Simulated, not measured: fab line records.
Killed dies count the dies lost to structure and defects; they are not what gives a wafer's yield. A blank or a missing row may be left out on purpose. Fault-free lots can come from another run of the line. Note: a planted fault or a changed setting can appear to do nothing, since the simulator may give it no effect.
Which of the tools did it? + flow nandHarc + 14 lots, 42 wafers sampled, at 4 steps of a route of 1302

## WHAT THE GAUGES READ, wafer by wafer
NHARC_A_BONDPAD_CD_MEAS_13.
| lot  | measured     | on       | cdNm (nm)         |
|------|--------------|----------|-------------------|
| L978 | day 23 14:31 | cdSem-02 | 497.3 498.7 495.5 |
| L979 | day 23 16:47 | cdSem-03 | 499.2 500.6 498.4 |
| L984 | day 26 03:44 | cdSem-03 | 498.9 495.8 501.8 |
| L987 | day 27 03:24 | cdSem-03 | - - -             |
| L988 | day 28 02:31 | cdSem-02 | - - -             |
| L991 | day 28 04:57 | cdSem-03 | 500.2 495.4 498.9 |
| L992 | day 29 03:53 | cdSem-02 | 499.0 500.4 498.8 |
| L993 | day 29 09:37 | cdSem-03 | 502.3 500.1 502.5 |
| L994 | day 30 08:17 | cdSem-02 | 502.0 497.0 502.3 |
| L995 | day 31 04:30 | cdSem-01 | 500.9 500.1 503.5 |
| L997 | day 31 13:41 | cdSem-02 | 498.0 497.6 496.3 |
| L999 | day 31 17:55 | cdSem-02 | 500.1 497.9 497.2 |
| L998 | day 31 20:12 | cdSem-02 | 500.7 497.8 494.9 |
| L100 | day 32 07:37 | cdSem-02 | 500.1 497.3 496.2 |

## EACH LOT AND THE TOOL THAT RAN IT (in order: tool; ch and the chambers of the sampled wafers; start)
| lot  | NHARC_A_BONDPAD_DEP_00                     | NHARC_A_BONDPAD_EXPOSE_06        | NHARC_A_BONDPAD_ETCH_12                      |
|------|--------------------------------------------|----------------------------------|----------------------------------------------|
| L978 | pecvd-01 ch 0,1, day 23 12:46              | krfScanner-04 ch 0, day 23 13:50 | rieDiel-13 ch 1,3, day 23 14:31 or earlier   |
| L979 | pecvd-04 ch 0,1, day 23 15:05              | krfScanner-01 ch 0, day 23 16:07 | rieDiel-13 ch 1,3, day 23 16:47 or earlier   |
| L984 | pecvd-01 ch 1,2, day 26 03:04 or earlier   | krfScanner-03 ch 0, day 26 03:04 | rieDiel-13 ch 1,2,3, day 26 03:44 or earlier |
| L987 | pecvd-01 ch 1,2, day 27 01:39              | krfScanner-04, day 27 02:43      | rieDiel-13 ch 1,2,3, day 27 03:24 or earlier |
| L988 | pecvd-02 ch 0,2, day 28 00:59              | krfScanner-04, day 28 01:50      | rieDiel-11 ch 1,3, day 28 02:31 or earlier   |
| L991 | pecvd-02 ch 0,2, day 28 03:14              | krfScanner-01 ch 0, day 28 04:16 | rieDiel-10 ch 1,2,3, day 28 04:57 or earlier |
| L992 | pecvd-04 ch 0,1,2, day 29 02:07            | krfScanner-03 ch 0, day 29 03:13 | rieDiel-10 ch 1,2,3, day 29 03:53 or earlier |
| L993 | pecvd-02 ch 0,1, day 29 08:56 or earlier   | krfScanner-04 ch 0, day 29 08:56 | rieDiel-11 ch 1,3, day 29 09:37 or earlier   |
| L994 | pecvd-02 ch 0,1, day 30 07:34 or earlier   | krfScanner-03 ch 0, day 30 07:34 | rieDiel-11 ch 0,1, day 30 08:17 or earlier   |
| L995 | pecvd-02 ch 0,1,2, day 31 02:52            | krfScanner-01 ch 0, day 31 03:49 | rieDiel-13 ch 0,2,3, day 31 04:30 or earlier |
| L997 | pecvd-02 ch 0,1,2, day 31 13:01 or earlier | krfScanner-04 ch 0, day 31 13:01 | rieDiel-13 ch 0,1,3, day 31 13:41 or earlier |
| L999 | pecvd-04 ch 0,1, day 31 16:22              | krfScanner-04 ch 0, day 31 17:14 | rieDiel-11 ch 0,1, day 31 17:55 or earlier   |
| L998 | pecvd-01 ch 0,1,2, day 31 18:34            | krfScanner-04 ch 0, day 31 19:31 | rieDiel-11 ch 2,3, day 31 20:12 or earlier   |
| L100 | pecvd-04 ch 0,1, day 32 05:52              | krfScanner-01 ch 0, day 32 06:56 | rieDiel-13 ch 2,3, day 32 07:37 or earlier   |
- NHARC_A_BONDPAD_DEP_00: deposits SiCN, target thk 250 nm.
- NHARC_A_BONDPAD_EXPOSE_06: exposes mask A BPAD.
- NHARC_A_BONDPAD_ETCH_12: etches the open film in CHF3/O2, target depth 220 nm, time 110 s.

## AS READ BY THE TOOLS THEMSELVES (means over the sampled wafers that have a number; for cases with no such wafer, the mark the record gives instead)
NHARC_A_BONDPAD_DEP_00.
| lot  | tool     | heaterPowerW (W) | showerheadVppV (V) |
|------|----------|------------------|--------------------|
| L978 | pecvd-01 | 671              | 1298               |
| L979 | pecvd-04 | 555              | 1408               |
| L984 | pecvd-01 | 585              | 1281               |
| L987 | pecvd-01 | 695              | 1284               |
| L988 | pecvd-02 | 503              | 1300               |
| L991 | pecvd-02 | 620              | 1288               |
| L992 | pecvd-04 | 589              | 1408               |
| L993 | pecvd-02 | 566              | 1269               |
| L994 | pecvd-02 | 509              | 1282               |
| L995 | pecvd-02 | 541              | 1288               |
| L997 | pecvd-02 | 600              | 1289               |
| L999 | pecvd-04 | 624              | 1402               |
| L998 | pecvd-01 | 681              | 1280               |
| L100 | pecvd-04 | 568              | 1417               |

NHARC_A_BONDPAD_EXPOSE_06.
| lot  | tool          | exposureDoseMJCm2 | focusOffsetNm (nm) |
|------|---------------|-------------------|--------------------|
| L978 | krfScanner-04 | 36.96             | 0.2                |
| L979 | krfScanner-01 | 37.00             | 0.1                |
| L984 | krfScanner-03 | 36.98             | -0.2               |
| L987 | krfScanner-04 | -                 | -                  |
| L988 | krfScanner-04 | -                 | -                  |
| L991 | krfScanner-01 | 36.97             | -0.1               |
| L992 | krfScanner-03 | 36.99             | -0.2               |
| L993 | krfScanner-04 | 37.03             | 0.3                |
| L994 | krfScanner-03 | 36.99             | 0.2                |
| L995 | krfScanner-01 | 36.94             | 0.1                |
| L997 | krfScanner-04 | 37.01             | 0.0                |
| L999 | krfScanner-04 | 37.02             | 0.5                |
| L998 | krfScanner-04 | 37.00             | -0.4               |
| L100 | krfScanner-01 | 36.97             | 0.1                |

NHARC_A_BONDPAD_ETCH_12.
| lot  | tool       | drypumpMotorCurrentA (A) | oesProductAu (a.u.) | rfVppV (V) | showerheadPlenumPTorr (Torr) | throttleValvePct (%) |
|------|------------|--------------------------|---------------------|------------|------------------------------|----------------------|
| L978 | rieDiel-13 | 5.5                      | 0.981               | 370.9      | 2.41                         | 20.574               |
| L979 | rieDiel-13 | 5.4                      | 0.967               | 372.2      | 2.48                         | 20.565               |
| L984 | rieDiel-13 | 5.6                      | 0.911               | 371.8      | 2.47                         | 20.565               |
| L987 | rieDiel-13 | 5.5                      | 0.919               | 371.7      | 2.47                         | 20.571               |
| L988 | rieDiel-11 | 5.2                      | 0.928               | 372.3      | 2.44                         | 20.582               |
| L991 | rieDiel-10 | 5.8                      | 0.923               | 371.2      | 2.42                         | 20.563               |
| L992 | rieDiel-10 | 5.7                      | 0.962               | 372.0      | 2.41                         | 20.570               |
| L993 | rieDiel-11 | 5.2                      | 0.924               | 371.3      | 2.44                         | 20.564               |
| L994 | rieDiel-11 | 5.5                      | 0.928               | 370.4      | 2.36                         | 20.583               |
| L995 | rieDiel-13 | 5.5                      | 0.959               | 372.3      | 2.50                         | 20.576               |
| L997 | rieDiel-13 | 5.5                      | 0.927               | 371.8      | 2.44                         | 20.573               |
| L999 | rieDiel-11 | 5.5                      | 0.926               | 369.5      | 2.36                         | 20.574               |
| L998 | rieDiel-11 | 6.1                      | 0.940               | 368.5      | 2.31                         | 20.565               |
| L100 | rieDiel-13 | 5.4                      | 0.951               | 373.5      | 2.55                         | 20.571               |

## THE ANSWER, worked out from the rows above alone
Rule: the usual values come from the lots themselves. The widest of any qualifying gaps counts: lots, ordered by their means at a reading, are off when they make up no more than a third of the lots, leave a main group of 4 or more, and stand apart from it by 3 or more times the standard deviation of that group's means. A main group is skipped when, at the precision printed for the reading in the tables above, its means are all equal. Also off: a lot with no number at a reading for which 4 or more lots have one. Any other lot the step has rows for is counted as sound. The gauges are gone through in route order, then the tools' own readings, and for those a lot's mean is taken as printed above. The first step at which some lot is off is used, and at that step the reading that is off furthest; a lot without a number counts as furthest.
Off: L987, L988 (NHARC_A_BONDPAD_CD_MEAS_13, cdNm). Without a number there: L987, L988. For the main group the mean is 499.0 nm and the standard deviation 1.5.
If a tool, at a process step before that reading, ran all the lots that are off and no sound lot after the first of them, it fits. Not tried: the gauges at NHARC_A_BONDPAD_CD_MEAS_13; whatever is off there is also off at NHARC_A_BONDPAD_EXPOSE_06, on other tools, and gauge error can't account for it. With no start given for some of its lots, NHARC_A_BONDPAD_DEP_00 uses the hours and lot order of NHARC_A_BONDPAD_EXPOSE_06. With no start given for some of its lots, NHARC_A_BONDPAD_ETCH_12 uses the hours and lot order of NHARC_A_BONDPAD_CD_MEAS_13. No candidate that was tried fits.

## WHAT HAD BEEN PUT IN BY THE SIMULATOR
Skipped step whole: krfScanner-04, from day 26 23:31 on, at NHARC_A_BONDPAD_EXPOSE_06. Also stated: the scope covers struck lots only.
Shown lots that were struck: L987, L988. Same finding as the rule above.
